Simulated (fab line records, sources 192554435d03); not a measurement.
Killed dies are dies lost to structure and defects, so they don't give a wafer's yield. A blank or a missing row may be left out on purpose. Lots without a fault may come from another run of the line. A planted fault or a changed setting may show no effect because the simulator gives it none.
Chamber matching | flow n5_finfet | N5_BEOL_M1_ETCH_70 on rie_diel-02: 4 sister chambers
The step etches SOC in N2/H2, target depth 80 nm, overetch 16 nm, time 120 s. 8 wafers are shown with their chamber, then 11 later ones without.

WAFERS WITH THEIR CHAMBER
wafer  | chamber | oes_product_au (a.u.) | showerhead_plenum_p_Torr (Torr)
L083.4 | 0       | 0.56                  | 2.65
L086.2 | 1       | 0.56                  | 2.54
L086.6 | 0       | 0.55                  | 2.65
L089.6 | 2       | 0.72                  | 2.75
L088.2 | 3       | 0.72                  | 2.58
L088.4 | 1       | 0.55                  | 2.53
L088.6 | 3       | 0.71                  | 2.58
L092.1 | 2       | 0.71                  | 2.75

WAFERS WITHOUT THEIR CHAMBER
wafer  | oes_product_au (a.u.) | showerhead_plenum_p_Torr (Torr)
L092.3 | 0.70                  | 2.58
L092.4 | 0.71                  | 2.75
L094.1 | 0.55                  | 2.64
L094.4 | 0.55                  | 2.53
L094.6 | 0.70                  | 2.74
L096.2 | 0.55                  | 2.53
L096.4 | 0.70                  | 2.57
L096.5 | 0.54                  | 2.64
L097.2 | 0.54                  | 2.64
L097.5 | 0.69                  | 2.57
L097.6 | 0.55                  | 2.64

WHICH CHAMBER EACH WENT THROUGH
wafer  | from the rows above | in truth
L092.3 | 3                   | 3
L092.4 | 2                   | 2
L094.1 | 0                   | 0
L094.4 | 1                   | 1
L094.6 | 2                   | 2
L096.2 | 1                   | 1
L096.4 | 3                   | 3
L096.5 | 0                   | 0
L097.2 | 0                   | 0
L097.5 | 3                   | 3
L097.6 | 0                   | 0
Placed correctly: 11 of 11. Can't be placed from these rows: 0. Placed wrongly: 0.
How it was worked out, from the rows above alone: a wafer's distance from a chamber is the root of the sum, over the readings, of the square of ((its reading less the chamber's mean) divided by the reading's scatter). The wafer belongs to the nearest chamber; if the next one is less than 2 further off, it can't be placed. A chamber's mean is the mean of its shown wafers. The scatter: the root of (the sum of the squares of (reading less its chamber's mean) over the shown wafers, divided by (wafers less chambers)).
